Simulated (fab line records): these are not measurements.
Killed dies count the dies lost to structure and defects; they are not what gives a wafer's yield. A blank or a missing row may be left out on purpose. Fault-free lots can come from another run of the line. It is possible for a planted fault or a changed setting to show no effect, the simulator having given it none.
Struck lot and sound lot, side by side / flow n5_finfet / 16 out of 1938 route steps
Sound: these wafers, L691.3, L691.4, L691.5. Struck: wafers L702.3, L702.5, L702.6. Last of all comes the cause.
At each step with rows: each side's tool, then ch and its chambers, then its first start. Under that, the readings that differ: sound wafers / struck wafers / difference of the means / sigmas: that difference in standard deviations of wafers without a fault.
alike: words and numbers the same on both sides, and readings whose means are apart by under 2 such deviations; not compared: readings that were withheld, readings missing a value for some wafer, numbers with overlapping values and no deviation given by the record, and bounds like >300 which may hide the same value.
Wherever a step has rows on one side only, a row that says differs or no value, or a row with sigmas, the two part there. Numbers that have no deviation but don't overlap get no sigmas and don't part them. A reading missing from all wafers of one side parts the sides only when that side holds two or more wafers.

N5_BEOL_M0_SAQP_HM_DEP_02: deposits TiN, target thk 12 nm.
  sound on pvd_sputter-01, day 5 20:58; struck on pvd_sputter-03, day 8 10:44
  alike: chamber_pressure_pa, susceptor_temp_C, throttle_valve_pct
then, 1 step without rows for these wafers: N5_BEOL_M0_SAQP_PECVD_03 (deposits SiCN from 3MS/NH3, target thk 12 nm, time 21.1 s).
N5_BEOL_M0_SAQP_PECVD_96: deposits a-Si from SiH4/He, target thk 45 nm, time 45.2 s.
  sound on pecvd-04 ch 1,2, day 5 21:07; struck on pecvd-03 ch 1,2, day 8 10:53
  alike: heater_power_w, showerhead_plenum_p_Torr, showerhead_vpp_V, susceptor_temp_C, throttle_valve_pct
N5_BEOL_M0_SAQP_PECVD_97: deposits SiNx from SiH4/NH3/N2, target thk 23 nm, time 19.9 s.
  sound on pecvd-04 ch 1,2, day 5 21:10; struck on pecvd-03 ch 1,2, day 8 10:56
reading=heater_power_w (W); sound=477 485 497; struck=693 712 517; difference=+154; sigmas=+2
  alike: showerhead_plenum_p_Torr, showerhead_vpp_V, susceptor_temp_C, throttle_valve_pct
N5_BEOL_M0_SAQP_PECVD_04: deposits a-Si from SiH4/He, target thk 60 nm, time 60.2 s.
  sound on pecvd-04 ch 1,2, day 5 21:12; struck on pecvd-03 ch 1,2, day 8 10:58
reading=heater_power_w (W); sound=518 597 516; struck=708 716 668; difference=+154; sigmas=+2
  alike: showerhead_plenum_p_Torr, showerhead_vpp_V, susceptor_temp_C, throttle_valve_pct
N5_BEOL_M0_SAQP_THK_MEAS_05:
  sound on film_metro-01, day 5 21:17; struck on film_metro-01, day 8 11:04
  alike: thk_nm
N5_BEOL_M0_SAQP_HM_DEP_111: deposits SiO2 from SiH4/N2O, target thk 12 nm, time 7.2 s.
  sound on pecvd-04 ch 0,2, day 5 21:20; struck on pecvd-04 ch 0,1,2, day 8 11:06
  alike: heater_power_w, showerhead_plenum_p_Torr, showerhead_vpp_V, susceptor_temp_C
then, 5 steps without rows for these wafers: N5_BEOL_M0_SAQP_COAT_81 (time 60 s, resist thk 100 nm); N5_BEOL_M0_SAQP_COAT_82 (time 60 s, resist thk 30 nm); N5_BEOL_M0_SAQP_COAT_08 (resist thk 90 nm); N5_BEOL_M0_SAQP_EBR_10; N5_BEOL_M0_SAQP_SOFTBAKE_09 (time 60 s).
N5_BEOL_M0_SAQP_EXPOSE_11: exposes mask M0 CORE, target cd 42 nm.
  sound on arfi_scanner-03 ch 0, day 5 21:40; struck on arfi_scanner-03 ch 0, day 8 11:26
reading=exposure_dose_mJ_cm2; sound=54.97 54.96 54.96; struck=53.81 53.83 53.78; difference=-1.16; sigmas=-6
  alike: mask
then, 1 step without rows for these wafers: N5_BEOL_M0_SAQP_PEB_12 (peb time 60 s).
-- a jump in the record: the struck wafers' starts before and after are 4 days apart (it breaks off in module BEOL_M0_SAQP and resumes in module BEOL_M4, where the first step shown is number 1111 of the route) --
N5_BEOL_M4_RC_MEAS_101:
  sound on prober-02 ch 0, day 8 17:40; struck on prober-01 ch 0, day 12 12:49
reading=VT_P (mV); sound=-250 -246 -245; struck=-254 -254 -255; difference=-7; sigmas=-2
  alike: DIBL_N, DIBL_P, IOFF_N, IOFF_P, ION_N, ION_P, SS_N, SS_P, VT_N
next, for these wafers, 1 step has no rows: N5_PASSIVATION_PROBE_49.

## WHERE THEY PART
At N5_BEOL_M0_SAQP_PECVD_97 first; at N5_BEOL_M4_RC_MEAS_101 last (within this record only).

WHY: what had been put in by the simulator
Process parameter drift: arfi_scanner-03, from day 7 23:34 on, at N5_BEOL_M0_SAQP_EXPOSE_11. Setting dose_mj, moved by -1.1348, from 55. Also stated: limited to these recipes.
